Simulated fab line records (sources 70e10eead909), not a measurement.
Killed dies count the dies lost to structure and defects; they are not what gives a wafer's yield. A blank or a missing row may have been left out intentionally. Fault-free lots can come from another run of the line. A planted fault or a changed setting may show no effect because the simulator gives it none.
A struck lot beside a sound one | flow nand_harc | 42 steps out of a route of 1302
Sound: the wafers L722.1, L722.2, L722.6. Wafers struck: L730.2, L730.4, L730.5. The cause is named last.
Order at every step that has rows: each side's tool, ch and its chambers, its first start. Under that, the readings that differ: sound wafers | struck wafers | difference of the means | sigmas: that difference in standard deviations of wafers without a fault.
alike: readings whose means differ by less than 2 such deviations, and words and numbers that are the same on both sides. not compared: withheld readings, readings that some wafer has no value for, bounds like >300 that may hide the same value, and numbers for which the record gives no deviation and whose values overlap.
Wherever a step has rows on one side only, a row that says differs or no value, or a row with sigmas, the two part there. Numbers that have no deviation but don't overlap get no sigmas and don't part them. A reading that every wafer of one side lacks parts them only if that side has two wafers or more.

NHARC_A_CONTACT_DESCUM_47: chemistry O2, time 3 s.
  sound on rie_diel-08 ch 0,1,3, day 22 17:35; struck on rie_diel-09 ch 0,1,3, day 25 17:58
  alike: drypump_motor_current_A, oes_product_au, rf_vpp_V, showerhead_plenum_p_Torr, throttle_valve_pct
  not compared: rf_hours_counter_h
then, 4 steps without rows for these wafers: NHARC_A_CONTACT_ETCH_48 (etches the open film in CF4, target depth 39 nm, time 65 s); NHARC_A_CONTACT_ETCH_49 (etches the open film in N2/H2, target depth 260 nm, time 475.3 s); NHARC_A_CONTACT_ETCH_50 (etches the open film in CF4/CHF3, target depth 121 nm, time 60.5 s); NHARC_A_CONTACT_ETCH_51 (etches the open film in O2/COS, target depth 7000 nm, time 1820 s).
NHARC_A_CONTACT_ETCH_111: etches the open film in C4F8/O2/Ar, time 140 s, target depth 700 nm.
  sound on har_cap_etch-03 ch 0,1, day 22 19:23; struck on har_cap_etch-01 ch 0,1, day 25 19:51
  alike: oes_air_line_au
  not compared: rf_hours_counter_h
then, 5 steps without rows for these wafers: NHARC_A_CONTACT_ETCH_112 (etches the open film in C4F8/O2/Ar, time 190 s, target depth 1850 nm); NHARC_A_CONTACT_ETCH_113 (etches the open film in C4F8/O2/Ar, time 190 s, target depth 1850 nm); NHARC_A_CONTACT_ETCH_114 (etches the open film in C4F8/O2/Ar, time 190 s, target depth 1850 nm); NHARC_A_CONTACT_ETCH_115 (etches the open film in C4F8/O2/Ar, time 190 s, target depth 1850 nm); NHARC_A_CONTACT_ETCH_116 (etches the open film in C4F8/O2/Ar, time 190 s, target depth 1850 nm).
NHARC_A_CONTACT_ETCH_117: etches the open film in C4F8/O2/Ar, time 190 s, target depth 1850 nm.
  sound on har_cap_etch-03 ch 0,1, day 22 20:27; struck on har_cap_etch-01 ch 0,1, day 25 20:54
  alike: oes_air_line_au
  not compared: rf_hours_counter_h
NHARC_A_CONTACT_ETCH_118: etches the open film in C4F8/O2/Ar, time 190 s, target depth 1850 nm.
  sound on har_cap_etch-03 ch 0,1, day 22 20:37; struck on har_cap_etch-01 ch 0,1, day 25 21:04
  alike: oes_air_line_au
  not compared: rf_hours_counter_h
then, 1 step without rows for these wafers: NHARC_A_CONTACT_ETCH_119 (etches the open film in C4F8/O2/Ar, time 190 s, target depth 1850 nm).
NHARC_A_CONTACT_ETCH_120: etches the open film in C4F8/O2/Ar, time 190 s, target depth 1850 nm.
  sound on har_cap_etch-03 ch 0,1, day 22 20:58; struck on har_cap_etch-01 ch 0,1, day 25 21:25
  alike: oes_air_line_au
  not compared: rf_hours_counter_h
then, 5 steps without rows for these wafers: NHARC_A_CONTACT_ETCH_121 (etches the open film in C4F8/O2/Ar, time 190 s, target depth 1850 nm); NHARC_A_CONTACT_ETCH_122 (etches the open film in C4F8/O2/Ar, time 190 s, target depth 1850 nm); NHARC_A_CONTACT_ETCH_123 (etches the open film in C4F8/O2/Ar, time 490 s, target depth 2110 nm); NHARC_A_CONTACT_ETCH_90 (etches the open film in CH3F/O2, target depth 40 nm, time 85.7 s); NHARC_A_CONTACT_ETCH_96 (etches the open film in C4F6/O2, target depth 20 nm, time 10 s).
NHARC_A_CONTACT_CD_MEAS_53:
  sound on cd_sem-02 at day 22 22:40; struck on cd_sem-03 at day 25 23:05
  alike: cd_nm
then, 3 steps without rows for these wafers: NHARC_A_CONTACT_STRIP_99 (strips in N2/H2); NHARC_A_CONTACT_STRIP_100 (strips in CF4/CHF3); NHARC_A_CONTACT_STRIP_101 (strips in O2/COS).
NHARC_A_CONTACT_ETCH_102: etches the open film in CF4/O2, target depth 100 nm, overetch 10 nm, time 55 s.
  sound on rie_diel-09 ch 0,2,3, day 22 22:58; struck on rie_diel-08 ch 0,1,3, day 25 23:28
  alike: drypump_motor_current_A, oes_product_au, rf_vpp_V, showerhead_plenum_p_Torr, throttle_valve_pct
  not compared: rf_hours_counter_h
then, 14 steps without rows for these wafers: NHARC_A_CONTACT_STRIP_55 (strips in O2); NHARC_A_CONTACT_STRIP_56 (strips in post etch residue remover, time 600 s); NHARC_A_CONTACT_DEP_57 (deposits aC, target thk 5300 nm); NHARC_A_CONTACT_DEP_58 (deposits SiON, target thk 90 nm); NHARC_A_CONTACT_DEHYDRATE_59 (time 120 s); NHARC_A_CONTACT_HMDS_60 (time 30 s); NHARC_A_CONTACT_COAT_61 (time 75 s); NHARC_A_CONTACT_COAT_62 (time 65 s); NHARC_A_CONTACT_COAT_63 (resist thk 90 nm); NHARC_A_CONTACT_SOFTBAKE_64 (time 55 s); NHARC_A_CONTACT_EBR_65; NHARC_A_CONTACT_EXPOSE_66 (exposes mask A CC 2); NHARC_A_CONTACT_PEB_67 (peb time 65 s); NHARC_A_CONTACT_DEVELOP_68 (develop time 35 s).
NHARC_A_CONTACT_CD_MEAS_69: target cd 300 nm.
  sound on cd_sem-02 ch 0, day 23 03:29; struck on cd_sem-02 ch 0, day 26 07:00
  alike: cd_nm
NHARC_A_CONTACT_OVL_MEAS_70:
  sound on overlay-02 at day 23 03:35; struck on overlay-02 at day 26 07:05
  alike: overlay_x_nm, overlay_y_nm
-- the record jumps here: 3 days lie between the struck wafers' starts before and after (it left off in module A_CONTACT and takes up again in module END, whose first step shown is number 1302 of the route) --
NHARC_END_SORT_01:
  here the record holds rows for the struck wafers (prober-01 ch 0, day 28 22:49) but none for the sound ones

## WHERE THEY PART
Only at NHARC_END_SORT_01, within this record.

WHY: whatever the simulator had introduced
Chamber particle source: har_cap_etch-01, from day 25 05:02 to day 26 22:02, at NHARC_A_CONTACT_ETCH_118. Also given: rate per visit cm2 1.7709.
